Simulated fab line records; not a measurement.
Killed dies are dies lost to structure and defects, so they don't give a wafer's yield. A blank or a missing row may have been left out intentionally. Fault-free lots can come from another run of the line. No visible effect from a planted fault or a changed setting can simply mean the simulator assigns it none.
fab line records	flow n5Finfet	part 2 of 2: steps 24 to 31 of 31
record: lots: 5	wafers: 15	lastDay: 16
route steps=1938 shown TV_LITHO@1880 TV_OPEN@1887 PAD_METAL@1893 PASSIVATION@1897
lots with no fault: from the same line, run without faults
startH: start of the lot's first displayed wafer, in hours after the record's first day	waitH: how many hours have passed since the lot's step before this one	" as in the row above	L1.1+2: several wafers, shown together as one row	- no value present, or no start provided	* or withheld: withheld	< > ~ a bound
route shown NAME@n: names a module that has steps shown in the file, with the first one's number in the route	usual: mean/standard deviation taken from wafers without a fault	same: alike in all rows	chamber/n: place in a boat	sites: per-site readings	_std_site: their standard deviation	_edge_site: mean of outer sites minus mean of inner sites	radiusMm: for every site, how far away it sits from the centre of the wafer	mask NAME#n: copy n	behind: the most recent tool/chamber to have shaped the wafer	hold: why the lot was held/for how many hours/how that ended	device: the transistor (n, p or np) that didn't switch	end of line: the route-end tests of the same wafers	step lacking rows: just its recipe	killed: dies lost to structure and defects at the first sort, not the wafer's yield	map: a wafer's dies, x killed, . not, _ none there
set.NAME: the setting that was run; set.NAME@STEP: the one run at that earlier step	model.NAME: the simulator's own value behind a step, which no gauge read
a table for each step, a row for each wafer; lots at some steps of the route
services: from which hour (startH, from the record's first day; less than 0 if before it) a tool's chamber was out of use, for how many hours, and why
== steps ==
step: N5_PASSIVATION_DEVELOP_29
recipe: developTimeS: 60	rinseLiquid: diw	dry: airSpin	devTempC: 21
lot.wafer	tool	chamber	startH	waitH
L074.4+5+6	lithoTrack-01	0	-	-
L080.1+4+5	lithoTrack-04	0	-	-
L087.1+4+6	lithoTrack-05	0	-	-
L089.4+5+6	lithoTrack-04	0	-	-
L094.1+3+4	lithoTrack-04	0	-	-
step: N5_PASSIVATION_HARDBAKE_31
recipe: tempC: 130	timeS: 120
usual: plateTempC: 130.00/0.14
lot.wafer	tool	chamber	startH	waitH	plateTempC
L074.4	lithoTrack-01	0	-	-	130.00
L074.5	"	0	"	"	129.89
L074.6	"	0	"	"	130.14
L080.1	lithoTrack-04	0	-	-	129.93
L080.4	"	0	"	"	130.26
L080.5	"	0	"	"	130.05
L087.1	lithoTrack-05	0	-	-	130.01
L087.4	"	0	"	"	129.89
L087.6	"	0	"	"	129.98
L089.4	lithoTrack-04	0	-	-	130.18
L089.5	"	0	"	"	129.92
L089.6	"	0	"	"	130.13
L094.1	lithoTrack-04	0	-	-	130.16
L094.3	"	0	"	"	130.29
L094.4	"	0	"	"	129.99
step: N5_PASSIVATION_CD_MEAS_30
recipe: targetCdNm: 4000	landingEnergyEv: 500	detector: seInlens	polarity: opening
usual: cdNm: 3999.2/1.9
lot.wafer	tool	chamber	startH	waitH	cdNm
L074.4	cdSem-03	0	265.58	-	4000.4
L074.5	"	0	"	"	4000.7
L074.6	"	0	"	"	4000.4
L080.1	cdSem-02	0	310.07	-	3997.6
L080.4	"	0	"	"	3996.5
L080.5	"	0	"	"	3997.1
L087.1	cdSem-03	0	345.08	-	3998.6
L087.4	"	0	"	"	3998.9
L087.6	"	0	"	"	3999.1
L089.4	cdSem-01	0	378.12	-	3999.5
L089.5	"	0	"	"	3999.2
L089.6	"	0	"	"	3998.2
L094.1	cdSem-02	0	389.57	-	3996.6
L094.3	"	0	"	"	3999.1
L094.4	"	0	"	"	3996.6
step: N5_PASSIVATION_OVL_MEAS_63
recipe: pointsPerWafer: 44
usual: PAD_OVL: 0/5.1
lot.wafer	tool	chamber	startH	waitH	PAD_OVL[nm]
L074.4	overlay-01	0	265.61	0.0	-2
L074.5	"	0	"	"	-2
L074.6	"	0	"	"	3
L080.1	overlay-01	0	310.10	0.0	5
L080.4	"	0	"	"	-2
L080.5	"	0	"	"	5
L087.1	overlay-01	0	345.11	0.0	4
L087.4	"	0	"	"	-3
L087.6	"	0	"	"	-4
L089.4	overlay-01	0	378.15	0.0	-4
L089.5	"	0	"	"	-7
L089.6	"	0	"	"	-11
L094.1	overlay-02	0	389.61	0.0	3
L094.3	"	0	"	"	7
L094.4	"	0	"	"	12
step: N5_PASSIVATION_INSPECT_64
recipe: mode: adi	inspectInstrument: macro
usual: rawDefectCount: 2.1/1.6
lot.wafer	tool	chamber	startH	waitH	rawDefectCount
L074.4	defectInspect-02	-	265.63	0.0	4
L074.5	"	-	"	"	2
L074.6	"	-	"	"	7
L080.1	defectInspect-01	-	310.12	0.0	1
L080.4	"	-	"	"	1
L080.5	"	-	"	"	2
L087.1	defectInspect-02	-	345.13	0.0	1
L087.4	"	-	"	"	2
L087.6	"	-	"	"	3
L089.4	defectInspect-02	-	378.17	0.0	3
L089.5	"	-	"	"	4
L089.6	"	-	"	"	3
L094.1	defectInspect-02	-	389.63	0.0	4
L094.3	"	-	"	"	2
L094.4	"	-	"	"	3
step: N5_PASSIVATION_DESCUM_32
recipe: chemistry: O2	timeS: 7.9	sourcePowerW: 50	biasPowerW: 20	pressureMtorr: 20	rfFrequencyHz: 2.712e+07	tempC: 40	o2FlowSccm: 225
usual: drypumpMotorCurrentA: 5.7/0.55	oesProductAu: 0.81/0.09	rfVppV: 243.2/1.3	showerheadPlenumPTorr: 2.10/0.059	throttleValvePct: 20.43/0.22
lot.wafer	tool	chamber	startH	waitH	drypumpMotorCurrentA	oesProductAu	rfHoursCounterH	rfVppV	showerheadPlenumPTorr	throttleValvePct
L074.4	rieDiel-06	2	265.80	0.2	6.6	0.99	1	244.4	2.15	20.32
L074.5	"	3	"	"	5.7	0.72	-	244.2	2.09	20.73
L074.6	"	0	"	"	4.9	0.82	-	241.3	2.05	20.62
L080.1	rieDiel-06	0	310.16	0.0	4.9	0.80	91	241.8	2.05	20.63
L080.4	"	1	"	"	5.2	0.71	195	242.0	2.07	20.34
L080.5	"	1	"	"	5.1	0.71	-	242.8	2.07	20.33
L087.1	rieDiel-05	1	345.17	0.0	5.7	0.73	159	243.2	2.17	20.62
L087.4	"	0	"	"	6.6	0.90	39	241.5	2.04	20.07
L087.6	"	3	"	"	5.7	0.79	-	244.9	2.18	20.11
L089.4	rieDiel-06	3	378.21	0.0	5.8	0.69	229	242.8	2.07	20.79
L089.5	"	2	"	"	6.6	0.87	-	243.4	2.13	20.39
L089.6	"	1	"	"	5.2	0.70	-	241.3	2.06	20.37
L094.1	rieDiel-06	3	389.68	0.0	5.8	0.68	233	241.5	2.07	20.80
L094.3	"	1	"	"	5.2	0.69	225	243.5	2.06	20.39
L094.4	"	0	"	"	4.9	0.77	121	242.4	2.04	20.70
step: N5_PASSIVATION_AL_ETCH_33
recipe: chemistry: Cl2/BCl3	targetDepthA: 28000	overEtchFrac: 0.15	Cl2_flow_sccm: 180	bcl3FlowSccm: 60	target: Al	stopOn: TaN	timeS: 466.7	ionEnergyEv: 100	pressureMtorr: 10	icpW: 900	biasW: 100
usual: drypumpMotorCurrentA: 5.6/0.41	oesProductAu: 0.71/0.069	throttleValvePct: 34.24/0.16
same: overEtchFrac: 0.15
lot.wafer	tool	chamber	startH	waitH	drypumpMotorCurrentA	oesProductAu	rfHoursCounterH	throttleValvePct
L074.4	rieMetal-02	1	266.02	0.2	5.2	0.72	-	34.18
L074.5	"	0	"	"	6.0	0.81	-	34.30
L074.6	"	1	"	"	5.2	0.71	-	34.19
L080.1	rieMetal-03	0	310.24	0.1	5.4	0.60	91	34.50
L080.4	"	0	"	"	5.4	0.62	-	34.46
L080.5	"	0	"	"	5.4	0.61	-	34.49
L087.1	rieMetal-01	1	345.27	0.1	5.2	0.75	29	34.14
L087.4	"	0	"	"	5.3	0.65	-	34.32
L087.6	"	1	"	"	5.2	0.74	-	34.18
L089.4	rieMetal-01	0	378.43	0.2	5.3	0.64	-	34.35
L089.5	"	0	"	"	5.3	0.65	-	34.32
L089.6	"	1	"	"	5.2	0.73	-	34.19
L094.1	rieMetal-01	1	389.76	0.1	5.2	0.73	33	34.16
L094.3	"	1	"	"	5.2	0.72	-	34.18
L094.4	"	0	"	"	5.3	0.64	-	34.33
step: N5_PASSIVATION_ETCH_59
recipe: chemistry: Cl2/BCl3	target: TaN	targetDepthA: 650	timeS: 34.9	ionEnergyEv: 100	pressureMtorr: 10	icpW: 900	biasW: 100	Cl2_flow_sccm: 60	bcl3FlowSccm: 30
usual: drypumpMotorCurrentA: 5.6/0.41	oesProductAu: 0.79/0.071	throttleValvePct: 21.08/0.13
lot.wafer	tool	chamber	startH	waitH	drypumpMotorCurrentA	oesProductAu	rfHoursCounterH	throttleValvePct
L074.4	rieMetal-02	1	266.32	0.2	5.1	0.80	-	20.96
L074.5	"	0	"	"	6.0	0.91	-	21.06
L074.6	"	1	"	"	5.2	0.79	-	20.96
L080.1	rieMetal-03	0	310.64	0.3	5.4	0.69	92	21.19
L080.4	"	0	"	"	5.4	0.70	-	21.17
L080.5	"	0	"	"	5.4	0.69	-	21.19
L087.1	rieMetal-01	1	345.67	0.3	5.2	0.81	29	21.07
L087.4	"	0	"	"	5.3	0.73	-	21.28
L087.6	"	1	"	"	5.2	0.81	-	21.07
L089.4	rieMetal-01	0	378.73	0.2	5.3	0.72	-	21.29
L089.5	"	0	"	"	5.3	0.72	-	21.29
L089.6	"	1	"	"	5.2	0.80	-	21.08
L094.1	rieMetal-01	1	390.16	0.3	5.2	0.81	33	21.06
L094.3	"	1	"	"	5.2	0.79	-	21.09
L094.4	"	0	"	"	5.3	0.72	-	21.30
== services ==
tool	chamber	startH	hours	kind
rieMetal-01	0	248.82	21.7	repair
rieDiel-04	2	248.97	8.5	repair
rieMetal-02	-	249.19	2.8	pm
rieDiel-02	3	249.69	7.0	repair
rieDiel-05	1	251.98	3.1	repair
rieMetal-03	-	277.13	0.7	repair
rieMetal-01	-	277.25	0.9	repair
pvdSputter-03	-	279.46	4.2	repair
krfScanner-01	-	282.13	1.0	pm
krfScanner-01	-	299.88	2.2	repair
rieDiel-04	0	303.73	-	clean
rieDiel-04	2	316.38	2.4	repair
rieDiel-06	3	325.99	4.0	repair
rieDiel-02	1	327.06	13.8	repair
rieDiel-03	2	333.27	7.1	repair
rieDiel-06	2	334.33	4.9	repair
rieDiel-06	3	343.16	4.0	repair
krfScanner-01	-	345.47	9.0	repair
rieDiel-03	3	347.79	18.3	repair
krfScanner-01	-	362.95	1.3	pm
rieMetal-03	-	365.03	2.8	pm
krfScanner-01	-	367.00	0.8	pm
rieDiel-03	1	386.02	11.1	repair
rieDiel-06	-	386.51	0.4	repair
